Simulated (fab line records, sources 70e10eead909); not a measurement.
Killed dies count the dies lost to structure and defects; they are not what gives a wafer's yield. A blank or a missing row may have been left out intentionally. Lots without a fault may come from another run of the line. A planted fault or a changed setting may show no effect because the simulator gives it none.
Matching of chambers | flow nand-harc | 4 sister chambers for NHARC_A_CONTACT_DESCUM_13 on rie-diel-04
The step chemistry O2, time 3 s. 22 wafers are shown with their chamber, then 11 later ones without.

EACH WAFER AND ITS CHAMBER
wafer  | chamber | drypump-motor-current-A (A) | showerhead-plenum-p-Torr (Torr) | rf-vpp-V (V)
L075.2 | 0       | 6.8                         | 1.76                            | 57.5
L075.3 | 3       | 6.2                         | 1.93                            | 57.5
L075.4 | 1       | 5.1                         | 1.89                            | 58.1
L079.2 | 1       | 5.1                         | 1.89                            | 56.8
L079.3 | 0       | 6.8                         | 2.08                            | 59.0
L079.5 | 3       | 6.2                         | 1.93                            | 57.7
L080.1 | 3       | 6.3                         | 1.93                            | 56.7
L080.2 | 0       | 6.8                         | 2.08                            | 59.1
L080.5 | 3       | 6.2                         | 1.93                            | 58.0
L082.1 | 2       | 5.7                         | 1.99                            | 58.9
L082.4 | 3       | 6.3                         | 1.93                            | 59.0
L082.6 | 2       | 5.7                         | 1.99                            | 58.3
L086.2 | 0       | 6.8                         | 2.07                            | 57.9
L086.4 | 3       | 6.3                         | 1.92                            | 57.0
L086.5 | 2       | 5.7                         | 1.99                            | 57.4
L087.2 | 0       | 6.8                         | 2.07                            | 58.6
L087.3 | 3       | 6.3                         | 1.92                            | 58.2
L087.4 | 2       | 5.7                         | 1.99                            | 57.5
L089.1 | 1       | 5.1                         | 1.89                            | 57.2
L089.3 | 2       | 5.7                         | 1.99                            | 57.7
L089.4 | 0       | 6.8                         | 2.07                            | 57.8
L090.4 | 2       | 5.7                         | 1.99                            | 58.0

SIGNATURES (means of the wafers above)
reading                  | chamber 0 | chamber 1 | chamber 2 | chamber 3 | scatter within a chamber
drypump-motor-current-A  | 6.800     | 5.100     | 5.700     | 6.257     | 0.0309
showerhead-plenum-p-Torr | 2.0217    | 1.8900    | 1.9900    | 1.9271    | 0.0677
rf-vpp-V                 | 58.317    | 57.367    | 57.967    | 57.729    | 0.679
Rule: for each reading, subtract the chamber's mean from the wafer's reading, divide by that reading's scatter and square the result; add these up over the readings and take the root, which gives the wafer's distance from the chamber. The wafer belongs to the nearest chamber; if the next one is less than 2 further off, it can't be placed. The scatter: the root of (the sum of the squares of (reading less its chamber's mean) over the shown wafers, divided by (wafers less chambers)).

WAFERS WITH NO CHAMBER GIVEN
wafer  | drypump-motor-current-A (A) | showerhead-plenum-p-Torr (Torr) | rf-vpp-V (V)
L090.5 | 6.2                         | 1.92                            | 57.3
L090.6 | 6.8                         | 2.07                            | 58.6
L092.2 | 6.3                         | 1.92                            | 57.3
L092.4 | 5.7                         | 1.99                            | 58.3
L092.6 | 6.3                         | 1.92                            | 58.4
L096.1 | 5.7                         | 1.98                            | 57.7
L096.5 | 6.8                         | 2.07                            | 59.2
L096.6 | 5.2                         | 1.88                            | 58.3
L093.1 | 6.2                         | 1.92                            | 58.4
L093.5 | 6.8                         | 2.07                            | 57.4
L093.6 | 5.1                         | 1.88                            | 58.3

CHAMBER TAKEN BY EACH
wafer  | from the rows above | in truth
L090.5 | 3                   | 3
L090.6 | 0                   | 0
L092.2 | 3                   | 3
L092.4 | 2                   | 2
L092.6 | 3                   | 3
L096.1 | 2                   | 2
L096.5 | 0                   | 0
L096.6 | 1                   | 1
L093.1 | 3                   | 3
L093.5 | 0                   | 0
L093.6 | 1                   | 1
Placed correctly: 11 of 11. Number that these rows cannot place: 0. Placed wrongly: 0.
